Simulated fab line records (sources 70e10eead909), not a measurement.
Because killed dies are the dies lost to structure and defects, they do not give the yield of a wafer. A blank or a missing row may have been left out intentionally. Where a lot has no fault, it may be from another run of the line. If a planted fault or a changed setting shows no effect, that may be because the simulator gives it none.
What tool caused it? / flow nand-harc / 24 lots with 72 wafers sampled at 2 steps, on a route of 1302 steps

WHAT THE GAUGES SHOWED, per wafer
NHARC_A_M1_INSPECT_11.
lot=L075; measured=day 23 05:47; on=defect-inspect-02; raw-defect-count=90 95 100
lot=L076; measured=day 23 13:22; on=defect-inspect-01; raw-defect-count=70 78 76
lot=L074; measured=day 23 13:39; on=defect-inspect-02; raw-defect-count=49 48 33
lot=L077; measured=day 23 16:25; on=defect-inspect-01; raw-defect-count=23 36 31
lot=L078; measured=day 24 08:48; on=defect-inspect-01; raw-defect-count=157 148 140
lot=L079; measured=day 24 14:23; on=defect-inspect-02; raw-defect-count=30 28 27
lot=L080; measured=day 25 03:47; on=defect-inspect-01; raw-defect-count=105 113 133
lot=L082; measured=day 26 00:04; on=defect-inspect-02; raw-defect-count=82 87 91
lot=L081; measured=day 26 04:06; on=defect-inspect-01; raw-defect-count=115 124 108
lot=L083; measured=day 26 11:38; on=defect-inspect-02; raw-defect-count=28 31 41
lot=L085; measured=day 28 00:31; on=defect-inspect-01; raw-defect-count=64 73 66
lot=L084; measured=day 28 03:54; on=defect-inspect-01; raw-defect-count=39 34 34
lot=L086; measured=day 28 08:55; on=defect-inspect-01; raw-defect-count=131 118 126
lot=L087; measured=day 28 11:31; on=defect-inspect-02; raw-defect-count=19 31 35
lot=L090; measured=day 29 17:22; on=defect-inspect-01; raw-defect-count=109 105 97
lot=L091; measured=day 29 22:31; on=defect-inspect-01; raw-defect-count=111 121 112
lot=L088; measured=day 29 22:42; on=defect-inspect-01; raw-defect-count=49 62 58
lot=L089; measured=day 30 00:28; on=defect-inspect-01; raw-defect-count=28 23 30
lot=L092; measured=day 30 17:58; on=defect-inspect-01; raw-defect-count=121 118 93
lot=L094; measured=day 30 21:53; on=defect-inspect-01; raw-defect-count=66 58 67
lot=L093; measured=day 31 00:09; on=defect-inspect-01; raw-defect-count=121 119 101
lot=L096; measured=day 31 03:32; on=defect-inspect-01; raw-defect-count=108 126 128
lot=L095; measured=day 31 07:20; on=defect-inspect-01; raw-defect-count=84 103 82
lot=L097; measured=day 32 13:36; on=defect-inspect-01; raw-defect-count=96 120 126

EACH LOT AND THE TOOL THAT RAN IT (in order: tool; ch and the chambers of the sampled wafers; start)
lot=L075; NHARC_A_M0_PVD_20=pvd-sputter-02, day 23 05:47 or earlier
lot=L076; NHARC_A_M0_PVD_20=pvd-sputter-01, day 23 13:22 or earlier
lot=L074; NHARC_A_M0_PVD_20=pvd-sputter-03, day 23 13:39 or earlier
lot=L077; NHARC_A_M0_PVD_20=pvd-sputter-02, day 23 16:25 or earlier
lot=L078; NHARC_A_M0_PVD_20=pvd-sputter-02, day 24 08:48 or earlier
lot=L079; NHARC_A_M0_PVD_20=pvd-sputter-01, day 24 14:23 or earlier
lot=L080; NHARC_A_M0_PVD_20=pvd-sputter-03, day 25 03:47 or earlier
lot=L082; NHARC_A_M0_PVD_20=pvd-sputter-01, day 26 00:04 or earlier
lot=L081; NHARC_A_M0_PVD_20=pvd-sputter-03, day 26 04:06 or earlier
lot=L083; NHARC_A_M0_PVD_20=pvd-sputter-03, day 26 11:38 or earlier
lot=L085; NHARC_A_M0_PVD_20=pvd-sputter-01, day 28 00:31 or earlier
lot=L084; NHARC_A_M0_PVD_20=pvd-sputter-01, day 28 03:54 or earlier
lot=L086; NHARC_A_M0_PVD_20=pvd-sputter-01, day 28 08:55 or earlier
lot=L087; NHARC_A_M0_PVD_20=pvd-sputter-01, day 28 11:31 or earlier
lot=L090; NHARC_A_M0_PVD_20=pvd-sputter-02, day 29 17:22 or earlier
lot=L091; NHARC_A_M0_PVD_20=pvd-sputter-02, day 29 22:31 or earlier
lot=L088; NHARC_A_M0_PVD_20=pvd-sputter-02, day 29 22:42 or earlier
lot=L089; NHARC_A_M0_PVD_20=pvd-sputter-03, day 30 00:28 or earlier
lot=L092; NHARC_A_M0_PVD_20=pvd-sputter-02, day 30 17:58 or earlier
lot=L094; NHARC_A_M0_PVD_20=pvd-sputter-03, day 30 21:53 or earlier
lot=L093; NHARC_A_M0_PVD_20=pvd-sputter-03, day 31 00:09 or earlier
lot=L096; NHARC_A_M0_PVD_20=pvd-sputter-01, day 31 03:32 or earlier
lot=L095; NHARC_A_M0_PVD_20=pvd-sputter-03, day 31 07:20 or earlier
lot=L097; NHARC_A_M0_PVD_20=pvd-sputter-03, day 32 13:36 or earlier
- NHARC_A_M0_PVD_20: deposits TaN, target thk 5 nm, time 8.06 s.

WHAT THE TOOLS THEMSELVES READ (means of the sampled wafers that have a number; where no wafer has one, the mark that the record gives instead)
NHARC_A_M0_PVD_20.
lot=L075; tool=pvd-sputter-02; throttle-valve-pct (%)=31.6
lot=L076; tool=pvd-sputter-01; throttle-valve-pct (%)=30.0
lot=L074; tool=pvd-sputter-03; throttle-valve-pct (%)=30.5
lot=L077; tool=pvd-sputter-02; throttle-valve-pct (%)=30.1
lot=L078; tool=pvd-sputter-02; throttle-valve-pct (%)=30.4
lot=L079; tool=pvd-sputter-01; throttle-valve-pct (%)=30.2
lot=L080; tool=pvd-sputter-03; throttle-valve-pct (%)=29.8
lot=L082; tool=pvd-sputter-01; throttle-valve-pct (%)=30.5
lot=L081; tool=pvd-sputter-03; throttle-valve-pct (%)=29.8
lot=L083; tool=pvd-sputter-03; throttle-valve-pct (%)=29.9
lot=L085; tool=pvd-sputter-01; throttle-valve-pct (%)=30.8
lot=L084; tool=pvd-sputter-01; throttle-valve-pct (%)=31.2
lot=L086; tool=pvd-sputter-01; throttle-valve-pct (%)=31.5
lot=L087; tool=pvd-sputter-01; throttle-valve-pct (%)=31.6
lot=L090; tool=pvd-sputter-02; throttle-valve-pct (%)=30.5
lot=L091; tool=pvd-sputter-02; throttle-valve-pct (%)=30.6
lot=L088; tool=pvd-sputter-02; throttle-valve-pct (%)=31.1
lot=L089; tool=pvd-sputter-03; throttle-valve-pct (%)=29.7
lot=L092; tool=pvd-sputter-02; throttle-valve-pct (%)=31.0
lot=L094; tool=pvd-sputter-03; throttle-valve-pct (%)=31.1
lot=L093; tool=pvd-sputter-03; throttle-valve-pct (%)=29.7
lot=L096; tool=pvd-sputter-01; throttle-valve-pct (%)=31.4
lot=L095; tool=pvd-sputter-03; throttle-valve-pct (%)=29.5
lot=L097; tool=pvd-sputter-03; throttle-valve-pct (%)=30.4

THE ANSWER, worked out from the rows above alone
Rule: the lots themselves supply what counts as usual. Put in order of their means at a reading, lots are off if they are a third of the lots or fewer, leave a main group of 4 or more, and stand apart from it by a gap of 3 or more times the standard deviation of the main group's means; of several such gaps the widest counts. The tables above print the reading to a certain number of digits; a main group whose means all agree to those digits is not used. Also off: a lot with no number at a reading for which 4 or more lots have one. The other lots that the step has rows for count as sound. Order of review: gauges by route order, followed by the tools' own readings, for which a lot's mean as printed above is used. The first step at which some lot is off is used, and at that step the reading that is off furthest; a lot without a number counts as furthest.
No lot is off on any of the readings shown, so nothing can be concluded from this.

WHAT WAS PUT IN BY THE SIMULATOR
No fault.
